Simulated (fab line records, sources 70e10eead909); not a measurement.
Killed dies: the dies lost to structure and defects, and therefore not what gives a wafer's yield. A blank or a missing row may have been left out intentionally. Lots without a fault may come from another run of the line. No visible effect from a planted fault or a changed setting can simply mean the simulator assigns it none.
Chamber matching	flow nand_harc	NHARC_P_BONDPAD_CMP_32 on cmp-03 has 4 sister chambers
The step polishes SiCN, target thk 200 nm. 14 wafers are shown with their chamber, then 7 later ones without.

== WAFERS WITH THEIR CHAMBER ==
wafer	chamber	motor_current_A (A)
L079.2	1	11.8
L079.4	2	14.0
L079.6	1	11.8
L080.1	0	12.8
L080.4	2	13.8
L080.6	3	13.0
L083.1	0	12.9
L083.2	3	13.2
L083.3	1	11.8
L086.2	2	13.3
L086.3	3	12.1
L086.5	3	13.3
L093.1	1	12.3
L093.2	2	13.7

SIGNATURES (averages over the wafers above)
reading	chamber 0	chamber 1	chamber 2	chamber 3	scatter within a chamber
motor_current_A	12.850	11.925	13.700	12.900	0.368
Rule: a wafer's distance from a chamber is the root of the sum, over the readings, of the square of ((its reading less the chamber's mean) divided by the reading's scatter). The wafer belongs to the nearest chamber; if the next one is less than 2 further off, it can't be placed. The scatter: take each reading less its chamber's mean, square it, sum over the shown wafers, divide by the number of wafers less the number of chambers, and take the root.

== WAFERS WITHOUT THEIR CHAMBER ==
wafer	motor_current_A (A)
L093.4	12.4
L095.2	13.3
L095.3	13.1
L095.6	14.3
L096.2	13.1
L096.3	12.8
L096.5	13.4

== WHICH CHAMBER EACH ONE RAN IN ==
wafer	from the rows above	in truth
L093.4	can't be placed: 0 or 1 or 3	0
L095.2	can't be placed: 2 or 3 or 0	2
L095.3	can't be placed: 3 or 0 or 2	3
L095.6	2	2
L096.2	can't be placed: 3 or 0 or 2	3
L096.3	can't be placed: 0 or 3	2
L096.5	can't be placed: 2 or 3 or 0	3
Placed correctly: 1 of 7. From these rows, 6 cannot be placed; in 5 the true chamber is one of the candidates. Placed wrongly: 0.
